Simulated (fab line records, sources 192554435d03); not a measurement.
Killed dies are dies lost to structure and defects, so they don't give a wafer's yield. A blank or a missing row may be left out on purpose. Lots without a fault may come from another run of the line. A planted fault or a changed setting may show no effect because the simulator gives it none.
Chamber matching | flow n5_finfet | N5_BEOL_M1_VIA_ETCH_34 on rie_diel-05: 4 sister chambers
The step etches the open film in C4F6/O2, target depth 67.8 nm, time 64.4 s. 4 wafers are shown with their chamber, then 10 later ones without.

WAFERS WITH THEIR CHAMBER
wafer  | chamber | showerhead_plenum_p_Torr (Torr)
L082.1 | 0       | 2.85
L084.4 | 1       | 2.79
L089.1 | 3       | 2.80
L089.2 | 2       | 2.92

WAFERS WITHOUT THEIR CHAMBER
wafer  | showerhead_plenum_p_Torr (Torr)
L089.4 | 2.84
L090.1 | 2.78
L090.2 | 2.80
L090.3 | 2.92
L093.3 | 2.79
L093.4 | 2.78
L093.6 | 2.78
L095.2 | 2.84
L095.3 | 2.78
L095.6 | 2.79

WHICH CHAMBER EACH WENT THROUGH
wafer  | from the rows above     | in truth
L089.4 | 0                       | 0
L090.1 | can't be placed: 1 or 3 | 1
L090.2 | can't be placed: 3 or 1 | 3
L090.3 | 2                       | 2
L093.3 | can't be placed: 1 or 3 | 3
L093.4 | can't be placed: 1 or 3 | 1
L093.6 | can't be placed: 1 or 3 | 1
L095.2 | 0                       | 0
L095.3 | can't be placed: 1 or 3 | 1
L095.6 | can't be placed: 1 or 3 | 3
Placed correctly: 3 of 10. Can't be placed from these rows: 7 (the true chamber is among the candidates in 7). Placed wrongly: 0.
How it was worked out, from the rows above alone: a wafer's distance from a chamber is the root of the sum, over the readings, of the square of ((its reading less the chamber's mean) divided by the reading's scatter). The wafer belongs to the nearest chamber; if the next one is less than 2 further off, it can't be placed. A chamber's mean is the mean of its shown wafers. The scatter: with one shown wafer a chamber, the root of the mean of the squares of how far each hidden wafer lies from its nearest shown one.
